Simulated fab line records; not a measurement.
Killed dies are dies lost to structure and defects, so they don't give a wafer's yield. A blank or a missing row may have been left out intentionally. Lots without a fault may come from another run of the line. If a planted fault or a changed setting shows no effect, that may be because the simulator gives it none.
fab line records -- flow n5_finfet
record: lots: 4, wafers: 12, last_day: 18
route steps=1938 shown HKMG_FIN@433 GATE_CUT@465 BEOL_M4@1111 PASSIVATION@1936
lots that met no fault: taken from a fault-free run of the same line
start_h: the number of hours between the record's first day and the start of the first shown wafer of the lot -- wait_h: how many hours have passed since the lot's step before this one -- " as in the row above -- L1.1+2: one row covering several wafers at once -- - no value present, or no start provided -- * or withheld: withheld -- < > ~ a bound
route shown NAME@n: a module of which the file shows steps, and the number in the route of the first -- usual: the fault-free wafers' mean and standard deviation -- same: alike in all rows -- chamber/n: place in a boat -- sites: readings site by site -- _std_site: how widely they spread, as a standard deviation -- _edge_site: inner sites' mean taken away from outer sites' mean -- radius_mm: for every site, how far away it sits from the centre of the wafer -- mask NAME#n: copy n -- behind: the most recent tool/chamber to have shaped the wafer -- hold: reason for holding the lot/hours on hold/outcome of the hold -- device: which transistor (n, p or np) failed to switch -- end of line: tests run on the same wafers once the route is complete -- a step without rows: its recipe alone -- killed: at the first sort, the dies lost to defects and structure; wafer yield is something else -- map: shows each die of a wafer: x if killed, . if not, _ if none is there
set.NAME: the run value of the setting; set.NAME@STEP: its run value at that earlier step -- model.NAME: the simulator's own value behind a step, which no gauge read
lots seen at some steps along the route; tables by step, rows by wafer
services: from which hour (start_h, from the record's first day; less than 0 if before it) a tool's chamber was out of use, for how many hours, and why
== steps ==
step: N5_HKMG_FIN_DESCUM_17
recipe: chemistry: O2, time_s: 7.9, source_power_w: 50, bias_power_w: 20, pressure_mtorr: 20, rf_frequency_hz: 2.712e+07, temp_c: 40, resist: CAR-ArF, o2_flow_sccm: 225
step: N5_HKMG_FIN_ETCH_31
recipe: chemistry: CF4, target: SiARC, target_depth_a: 455, mask_material: CAR-ArF, time_s: 75.8, ion_energy_ev: 80, pressure_mtorr: 40, source_w: 545, bias_w: 36, Ar_flow_sccm: 100, cf4_flow_sccm: 100, ends: cleared
step: N5_HKMG_FIN_ETCH_32
recipe: chemistry: N2/H2, target: SOC, target_depth_a: 2400, temp_c: 40, time_s: 300, ion_energy_ev: 200, mask_material: SiARC, pressure_mtorr: 30, source_w: 840, bias_w: 150, n2_flow_sccm: 200, h2_flow_sccm: 200
step: N5_HKMG_FIN_STRIP_33
recipe: chemistry: N2/H2, temp_c: 40, n2_flow_sccm: 200, h2_flow_sccm: 200, rf_frequency_hz: 6e+07
step: N5_HKMG_FIN_STRIP_34
recipe: chemistry: CF4, resist: SiARC, power_w: 300, bias_power_w: 75, pressure_mtorr: 50, cf4_flow_sccm: 150, rf_frequency_hz: 6e+07
step: N5_HKMG_FIN_ETCH_35
recipe: chemistry: N2/H2, target: SOC, target_depth_a: 2158, ion_energy_ev: 65, bias_w: 5, source_w: 3000, time_s: 243.4, pressure_mtorr: 30, n2_flow_sccm: 200, h2_flow_sccm: 200
step: N5_HKMG_FIN_STRIP_92
recipe: chemistry: N2/H2, material: SOC, time_s: 20, power_w: 500, temp_c: 40, pressure_mtorr: 50, rf_frequency_hz: 6e+07, bias_power_w: 8, h2_frac: 0.5, n2_flow_sccm: 300, h2_flow_sccm: 300
step: N5_HKMG_FIN_WET_ETCH_18
recipe: chemistry: SC1, target: TiN, mix: 1:1:5, temp_c: *, time_s: 55, target_depth_nm: 5.2, dry: ipa_marangoni, rinse_time_s: 30, rinse_temp_c: 23
step: N5_HKMG_FIN_STRIP_19
recipe: chemistry: N2/H2, power_w: 2500, temp_c: 300, h2_frac: 0.65, time_s: 360, pressure_mtorr: withheld, n2_flow_sccm: 1750, h2_flow_sccm: 3250
step: N5_HKMG_FIN_ALD_91
recipe: material: TiN, target_thk_a: 10, temp_c: 400, ald_precursor_family: TiCl4, ald_co_reactant: NH3, pulse_time_s: 1, purge_time_s: 3, co_reactant_purge_time_s: 2, co_reactant_pulse_time_s: 2, ald_cycles: 47, pressure_torr: 3
usual: heater_power_w: 878/83, precursor_pulse_height_rel: 0.999/0.02, susceptor_temp_C: 400.01/0.22
lot.wafer,tool,chamber,start_h,wait_h,heater_power_w,precursor_pulse_height_rel,susceptor_temp_C
L244.2,ald_metal-01,3,98.05,0.3,950,1.005,399.48
L244.3,ald_metal-01,0,98.05,0.3,971,0.999,399.86
L244.6,ald_metal-01,0,98.05,0.3,951,1.012,400.11
L253.2,ald_metal-01,0,148.46,0.3,1090,1.007,425.80
L253.3,ald_metal-01,3,148.46,0.3,1091,1.032,425.96
L253.4,ald_metal-01,2,148.46,0.3,1240,0.977,426.11
L254.4,ald_metal-01,3,157.89,0.1,1145,0.985,425.98
L254.5,ald_metal-01,1,157.89,0.1,880,0.987,426.20
L254.6,ald_metal-01,0,157.89,0.1,1087,1.031,426.10
L264.1,ald_metal-03,3,215.24,0.3,940,0.973,399.81
L264.2,ald_metal-03,0,215.24,0.3,799,0.987,400.21
L264.4,ald_metal-03,2,215.24,0.3,828,1.025,400.17
step: N5_HKMG_FIN_COAT_85
recipe: resist: SOC, temp_c: 250, time_s: 60, spin_rpm: 1500, resist_thk_nm: 300
step: N5_HKMG_FIN_ETCH_86
recipe: chemistry: N2/H2, target: SOC, target_depth_a: 3932, stop_on: TiN, ion_energy_ev: 100, bias_w: 61, pressure_mtorr: 30, source_w: 850, n2_flow_sccm: 200, h2_flow_sccm: 200
step: N5_HKMG_FIN_STRIP_89
recipe: chemistry: N2/H2, material: SOC, time_s: 20, power_w: 500, temp_c: 40, pressure_mtorr: 50, rf_frequency_hz: 6e+07, bias_power_w: 8, h2_frac: 0.5, n2_flow_sccm: 300, h2_flow_sccm: 300
step: N5_HKMG_FIN_WET_ETCH_87
recipe: chemistry: SC1, target: TiN, mix: 1:2:40, temp_c: 50, time_s: 154.2, target_depth_nm: 4.7, dry: ipa_marangoni, rinse_time_s: 30, rinse_temp_c: 23
step: N5_HKMG_FIN_STRIP_88
recipe: chemistry: N2/H2, power_w: 2500, temp_c: 300, h2_frac: 0.65, time_s: 360, pressure_mtorr: withheld, n2_flow_sccm: 1750, h2_flow_sccm: 3250
step: N5_HKMG_FIN_NWFM_ALD_20
recipe: material: TiAlC, target_thk_a: 20, temp_c: 300, ald_precursor_family: TiCl4, ald_co_reactant: TEA, pulse_time_s: 3, purge_time_s: 2, co_reactant_purge_time_s: 2, co_reactant_pulse_time_s: 10, ald_cycles: 7, pressure_torr: 3
step: N5_HKMG_FIN_ALD_71
recipe: material: TiN, target_thk_a: 10, temp_c: 400, ald_precursor_family: TiCl4, ald_co_reactant: NH3, pulse_time_s: 1, purge_time_s: 3, co_reactant_purge_time_s: 2, co_reactant_pulse_time_s: 2, ald_cycles: 47, pressure_torr: 3
step: N5_HKMG_FIN_COAT_66
recipe: resist: SOC, temp_c: 250, time_s: 60, spin_rpm: 1500, resist_thk_nm: 300
step: N5_HKMG_FIN_ETCH_67
recipe: chemistry: N2/H2, target: SOC, target_depth_a: 3889, stop_on: TiN, ion_energy_ev: 100, bias_w: 61, pressure_mtorr: 30, source_w: 850, n2_flow_sccm: 200, h2_flow_sccm: 200
step: N5_HKMG_FIN_STRIP_90
recipe: chemistry: N2/H2, material: SOC, time_s: 20, power_w: 500, temp_c: 40, pressure_mtorr: 50, rf_frequency_hz: 6e+07, bias_power_w: 8, h2_frac: 0.5, n2_flow_sccm: 300, h2_flow_sccm: 300
step: N5_HKMG_FIN_WET_ETCH_73
recipe: chemistry: SC1, mix: 1:2:40, temp_c: 50, time_s: 42.3, target_depth_nm: 1.3, dry: ipa_marangoni, rinse_time_s: 30, rinse_temp_c: 23
step: N5_HKMG_FIN_ETCHBACK_68
recipe: chemistry: Cl2/Ar, stop_on: HfO2, target_depth_a: 5, pressure_mtorr: 10, icp_w: 600, bias_w: 60, Cl2_flow_sccm: 40, Ar_flow_sccm: 60
step: N5_HKMG_FIN_STRIP_69
recipe: chemistry: N2/H2, power_w: 2500, temp_c: 300, h2_frac: 0.65, time_s: 360, pressure_mtorr: withheld, n2_flow_sccm: 1750, h2_flow_sccm: 3250
step: N5_HKMG_FIN_ALD_21
recipe: material: TiN, target_thk_a: 15, temp_c: 400, ald_precursor_family: TiCl4, ald_co_reactant: NH3, pulse_time_s: 1, purge_time_s: 3, co_reactant_purge_time_s: 2, co_reactant_pulse_time_s: 2, ald_cycles: 68, pressure_torr: 3
step: N5_HKMG_FIN_ALD_72
recipe: material: W, target_thk_a: 20, temp_c: 300, pressure_torr: 7.5, ald_precursor_family: WF6, ald_co_reactant: B2H6, pulse_time_s: 1, purge_time_s: 2, co_reactant_purge_time_s: 2, co_reactant_pulse_time_s: 3, ald_cycles: 7
step: N5_HKMG_FIN_W_FILL_22
recipe: material: W, target_thk_a: 600, temp_c: 400, pressure_torr: 39.4, time_s: 18.2
step: N5_HKMG_FIN_PRECLEAN_83
recipe: chemistry: DIW, time_s: 57.5, temp_c: 23
step: N5_HKMG_FIN_SRD_84
recipe: dry_time_s: 32, dry: n2_spin, spin_rpm: 1500
step: N5_HKMG_FIN_CMP_23
recipe: stop_on: SiNx, t_overpolish_s: 10, post_cmp_clean: rinse_only, down_force_psi: 4, platen_rpm: 50.289, pad_velocity_m_s: 1.0006, target_thk_nm: 46.326
step: N5_HKMG_FIN_CMP_94
recipe: stop_on: SiNx, post_cmp_clean: w_dilute_nh4oh, t_overpolish_s: 4.7, down_force_psi: 4, platen_rpm: 50.289, pad_velocity_m_s: 1.0006, target_thk_nm: 43.299
step: N5_GATE_CUT_ETCHBACK_00
recipe: chemistry: SF6/Cl2, target: W, pressure_mtorr: 8, icp_w: 900, bias_w: 80, SF6_flow_sccm: 40, Cl2_flow_sccm: 60
step: N5_GATE_CUT_ETCH_56
recipe: chemistry: Cl2/Ar, target: TiN, target_depth_a: 216, pressure_mtorr: 10, icp_w: 600, bias_w: 60, Cl2_flow_sccm: 40, Ar_flow_sccm: 60
step: N5_GATE_CUT_ETCHBACK_30
recipe: chemistry: Cl2/Ar, target: TiN, target_depth_a: 30, mode: isotropic, pressure_mtorr: 10, icp_w: 600, bias_w: 60, Cl2_flow_sccm: 40, Ar_flow_sccm: 60
step: N5_GATE_CUT_VAPOR_ETCH_60
recipe: chemistry: BCl3/Cl2, target: HfO2, mode: isotropic
step: N5_GATE_CUT_ETCH_58
recipe: chemistry: CH3F/O2, target: SiNx, target_depth_a: 170, time_s: 128.6, ion_energy_ev: 50, pressure_mtorr: 30, source_w: 415, bias_w: 21, Ar_flow_sccm: 150, CH3F_flow_sccm: 30, O2_flow_sccm: 20
step: N5_GATE_CUT_STRIP_59
recipe: chemistry: N2/H2, time_s: 20, power_w: 100, temp_c: 40, pressure_mtorr: 100, rf_frequency_hz: 6e+07, bias_power_w: 3, n2_flow_sccm: 300, h2_flow_sccm: 300
step: N5_GATE_CUT_PRECLEAN_31
recipe: temp_c: 23, chemistry: DIW, time_s: 300
step: N5_BEOL_M4_RC_MEAS_101
usual: DIBL_N: 36.2/2.2, DIBL_P: 36.1/2.8, IOFF_N: 0.16/0.041, IOFF_N_LONG: 5.6e-05/3.1e-06, IOFF_P: 0.21/0.047, ION_N: 676/16, ION_P: 463/11, SS_N: 71.6/0.78, SS_P: 73.3/0.86, VT_N: 249/3.8, VT_N_LONG: 274.5/2.2, VT_N_LVT: 98/4, VT_P: -251/3.9
lot.wafer,tool,chamber,start_h,wait_h,DIBL_N[mV/V],DIBL_P[mV/V],IOFF_N[nA/um],IOFF_N_LONG[nA/um],IOFF_P[nA/um],ION_N[uA/um],ION_P[uA/um],SS_N[mV/dec],SS_P[mV/dec],VT_N[mV],VT_N_LONG[mV],VT_N_LVT[mV],VT_P[mV]
L244.2,prober-02,0,202.99,0.2,38.7,39.4,0.19,5.4e-05,0.26,674,460,72.1,74.6,249,277.9,94,-250
L244.3,prober-02,0,202.99,0.2,38.1,37.3,0.19,5.5e-05,0.22,684,461,72.0,74.0,246,275.5,94,-250
L244.6,prober-02,0,202.99,0.2,36.3,36.4,0.16,5.5e-05,0.22,671,467,71.3,73.2,248,276.5,96,-248
L254.4,prober-01,0,246.68,0.5,33.6,33.9,0.08,4e-05,0.19,629,460,70.9,72.7,263,289.4,111,-250
L254.5,prober-01,0,246.68,0.5,34.9,34.7,0.09,4.1e-05,0.21,647,466,71.4,72.9,260,287.2,110,-250
L254.6,prober-01,0,246.68,0.5,36.7,36.1,0.11,4.3e-05,0.22,645,460,71.7,73.5,261,288.4,107,-250
L253.2,prober-01,0,249.59,0.2,31.8,31.0,0.06,4.5e-05,0.15,620,446,70.7,71.5,268,284.7,115,-255
L253.3,prober-01,0,249.59,0.2,38.0,40.6,0.15,4.4e-05,0.31,654,468,72.3,73.6,255,281.8,101,-246
L253.4,prober-01,0,249.59,0.2,35.0,36.7,0.10,4.3e-05,0.24,661,478,72.2,72.8,260,286.4,107,-247
L264.1,prober-01,0,312.82,0.0,33.5,33.0,0.11,5.3e-05,0.15,648,444,71.0,72.5,255,274.9,104,-256
L264.2,prober-01,0,312.82,0.0,35.4,35.7,0.14,5.4e-05,0.19,674,462,71.1,73.4,251,275.8,100,-252
L264.4,prober-01,0,312.82,0.0,34.4,33.9,0.13,5.5e-05,0.16,670,462,71.0,72.6,252,275.4,102,-251
step: N5_PASSIVATION_PROBE_49
usual: defect_limited_yield: 91.4/1.4, killed_at_M0_to_M3: 33/10, killed_at_M4_up: 14/6.1, killed_at_contacts: 14/6.1, killed_at_front_end: 38/9.7, killed_at_other: 3.1/2.9, killed_dies: 102/17, killed_open: 67/13, killed_short: 32/8, sort_bin_5_function: 5.1/0.94, sort_bin_6_memory: 3.2/0.68, sort_bin_8_speed: 0.02/0.17, sort_n_pass: 1078/17, sort_yield_pct: 91.3/1.5
same: gross_dies: 1180, killed_at_back_side: 0, sort_bin_4_leakage[%]: 0
lot.wafer,tool,chamber,start_h,wait_h,defect_limited_yield[%],killed_at_M0_to_M3,killed_at_M4_up,killed_at_contacts,killed_at_front_end,killed_at_other,killed_dies,killed_open,killed_short,sort_bin_5_function[%],sort_bin_6_memory[%],sort_bin_8_speed[%],sort_n_pass,sort_yield_pct[%]
L244.2,prober-02,-,306.70,0.1,94.1,22,2,13,31,2,70,51,18,3.9,1.8,0,1110,94.1
L244.3,prober-02,-,306.75,0.1,91.8,23,10,17,44,3,97,62,34,5.7,2.3,0,1083,91.8
L244.6,prober-02,-,306.90,0.3,91.4,20,8,17,56,1,102,65,36,5.5,2.7,0,1078,91.4
L253.2,prober-01,-,351.04,0.1,89.7,39,23,21,35,4,122,72,45,4.8,4.7,62.97,315,26.7
L253.3,prober-01,-,351.09,0.1,89.9,38,14,14,47,6,119,82,36,5.6,4.2,0,1061,89.9
L253.4,prober-01,-,351.14,0.2,90.1,44,11,13,44,5,117,70,45,5.8,3.8,0,1063,90.1
L254.4,prober-02,-,373.17,0.2,92.1,25,14,17,33,4,93,55,30,4.0,2.9,8.64,985,83.5
L254.5,prober-02,-,373.22,0.2,92.8,40,12,8,23,2,85,54,25,3.8,2.5,0.08,1094,92.7
L254.6,prober-02,-,373.27,0.3,91.1,63,7,10,24,1,105,62,43,5.1,3.4,0,1075,91.1
killed by level:class
L244.2 MOL_CONTACT_COAG:geometric_particle:open=11 STI_FIN_REVEAL:geometric_particle:open=9 BEOL_M3:geometric_particle:open=8 FIN_SAQP:geometric_particle:short=6 STARTING-WAFER:geometric_particle:open=5 BEOL_M0_SAQP:geometric_particle:open=5 DUMMY_GATE:geometric_particle:open=4 FIN_SAQP:geometric_particle:open=3
L244.3 STI_FIN_REVEAL:geometric_particle:open=13 MOL_CONTACT_COAG:geometric_particle:open=12 STARTING-WAFER:geometric_particle:short=7 FIN_SAQP:geometric_particle:open=6 BEOL_M3:geometric_particle:open=5 MOL_CONTACT_COAG:geometric_particle:short=5 BEOL_M2:geometric_particle:open=5 FIN_SAQP:geometric_particle:short=4
L244.6 STI_FIN_REVEAL:geometric_particle:open=14 FIN_SAQP:geometric_particle:open=12 MOL_CONTACT_COAG:geometric_particle:open=12 FIN_SAQP:geometric_particle:short=8 STARTING-WAFER:geometric_particle:short=6 STI_FIN_REVEAL:geometric_particle:short=5 MOL_CONTACT_COAG:geometric_particle:short=5 BEOL_M0_SAQP:geometric_particle:short=4
L253.2 MOL_CONTACT_COAG:geometric_particle:open=17 BEOL_M4:geometric_particle:open=11 FIN_SAQP:geometric_particle:short=10 BEOL_M0_SAQP:geometric_particle:short=9 BEOL_M0_SAQP:geometric_particle:open=8 FIN_SAQP:geometric_particle:open=5 BEOL_M0:geometric_particle:short=5 BEOL_M3:geometric_particle:open=5
L253.3 STI_FIN_REVEAL:geometric_particle:open=12 FIN_SAQP:geometric_particle:short=11 MOL_CONTACT_COAG:geometric_particle:open=10 BEOL_M3:geometric_particle:open=9 FIN_SAQP:geometric_particle:open=7 BEOL_M4:geometric_particle:open=7 BEOL_M0:geometric_particle:open=6 BEOL_M1:geometric_particle:short=6
L253.4 FIN_SAQP:geometric_particle:short=12 STI_FIN_REVEAL:geometric_particle:open=12 MOL_CONTACT_COAG:geometric_particle:open=11 BEOL_M0:geometric_particle:short=10 BEOL_M2:geometric_particle:open=9 BEOL_M3:geometric_particle:open=9 BEOL_M4:geometric_particle:open=6 BEOL_M1:geometric_particle:open=6
L254.4 MOL_CONTACT_COAG:geometric_particle:open=14 BEOL_M4:geometric_particle:open=9 HKMG_FIN:area_etch=7 BEOL_M3:geometric_particle:open=6 STARTING-WAFER:geometric_particle:short=5 FIN_SAQP:geometric_particle:open=4 BEOL_M0_SAQP:geometric_particle:short=4 BEOL_M1:geometric_particle:open=4
L254.5 BEOL_M2:geometric_particle:open=13 BEOL_M0_SAQP:geometric_particle:short=7 MOL_CONTACT_COAG:geometric_particle:open=6 BEOL_M0_SAQP:geometric_particle:open=6 HKMG_FIN:area_etch=5 BEOL_M2:geometric_particle:short=4 BEOL_M6:geometric_particle:open=4 DUMMY_GATE:geometric_particle:open=3
L254.6 BEOL_M0_SAQP:geometric_particle:open=27 BEOL_M0_SAQP:geometric_particle:short=17 MOL_CONTACT_COAG:geometric_particle:open=8 BEOL_M1:geometric_particle:open=6 BEOL_M2:geometric_particle:open=6 FIN_SAQP:geometric_particle:open=4 BEOL_M3:geometric_particle:short=4 STARTING-WAFER:geometric_particle:short=4
map L253.2 (x killed, . not)
_________________x.x.........________________
______________................x._____________
___________...x....................__________
__________..............x.......x..._________
________........x....................._______
_______.xx...xxx..............x....x...______
______.........x........................_____
_____...x........x........xx......x.....x____
____.x..x.......................x.xx......___
___........x................x..............__
___x.....................x.x..x............__
__....x...x...x.........x..................._
__....x.x........x..xx......x...........x..x_
_..........x.x........x............x......x..
_.......xxx............xx.....x..............
_.....................................x......
_.x................x..............x..........
_........x...............................x...
_........x..x..........x.xx......x.x......x..
_......................................x..x.x
_...............x..x............x............
__...............xx.x.x........x........x..._
__...................................x......_
___..x....x..........x...........x.........__
___........x...x..............x.........x..__
____..........x....x.......xx.............___
_____.xx..........x.....x.x..............____
______......x.....x.....x........x...x.._____
_______.....x..x....x...x....x........x______
________.....x........x......x.......x_______
__________..............x..........._________
___________x.........x.........x..x__________
______________.....x............_____________
_________________x..........x________________
map L254.6 (x killed, . not)
_________________x...........________________
______________.................._____________
___________.............x..x..x....__________
__________.....................x...._________
________.......x......................_______
_______xxx................x.x..........______
______x................................._____
_____.......x.................x.x........____
____...x....x...........xx..x...........x.___
___..x......x......xx.x.x.x........x.......__
___.......x........x..........x..........x.__
__......x..x..............x...x.x..........._
__.x........................................_
_......x........x...................x........
_.......x..........xx........................
_.....................x......................
_........x.........x.....x...........x.......
_..................x............x....xx..x..x
_.................x....x.....................
_..x............x.................x..........
_.....x......................................
__.........x........xx......x...x.........xx_
__.....x.....x........x.........x........xx._
___.....................xxx.x..............__
___........x............x.......x..........__
____..x........................x..x.......___
_____...............xx..............xx...____
______..............x..x.........x......_____
_______......x.x......x.x.......x...x.x______
________......x......................._______
__________.........................x_________
___________........x..........x....__________
______________x............x...._____________
_________________............________________
== services ==
tool,chamber,start_h,hours,kind
ald_metal-03,-,78.73,0.5,repair
ald_metal-01,2,92.61,1.7,repair
ald_metal-03,0,181.49,5.2,repair
ald_metal-01,1,191.45,26.5,repair
ald_metal-01,-,209.37,6.0,pm
== key ==
first_sign: step: N5_HKMG_FIN_ALD_91, reading: susceptor_temp_C, direction: up, sigmas: 99+, usual: *, struck: *
effect: step: N5_HKMG_FIN_ALD_91, reading: heater_power_w, direction: up, sigmas: 2.5, usual: *, struck: *, wafers_moved: 5
effect: step: N5_BEOL_M4_RC_MEAS_101, reading: VT_N_LONG, direction: up, sigmas: 5.5, usual: 274.5, struck: 286.3
effect: step: N5_BEOL_M4_RC_MEAS_101, reading: IOFF_N_LONG, direction: down, sigmas: 4.2, usual: 5.6e-05, struck: 4.3e-05
effect: step: N5_BEOL_M4_RC_MEAS_101, reading: VT_N, direction: up, sigmas: 3.1, usual: 249, struck: 261
effect: step: N5_BEOL_M4_RC_MEAS_101, reading: VT_N_LVT, direction: up, sigmas: 2.7, usual: 98, struck: 109
effect: step: N5_BEOL_M4_RC_MEAS_101, reading: ION_N, direction: down, sigmas: 2, usual: 676, struck: 643
effect: step: N5_BEOL_M4_RC_MEAS_101, reading: IOFF_N, direction: down, sigmas: 1.5, usual: 0.16, struck: 0.10
effect: step: N5_PASSIVATION_PROBE_49, reading: sort_bin_8_speed, direction: up, sigmas: 71, usual: 0.02, struck: 11.95, wafers_moved: 2
met_at N5_HKMG_FIN_ALD_91
struck_wafers L253.2,L253.3,L253.4,L254.4,L254.5,L254.6
onset_between 98.05 148.46
fault: kind: process_parameter_drift, tool: ald_metal-01, chamber: -, onset_h: 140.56, steps: N5_HKMG_FIN_ALD_91, channel: temp_c, offset: *, shape: step, end_h: 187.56, acts_in: *, stated: *
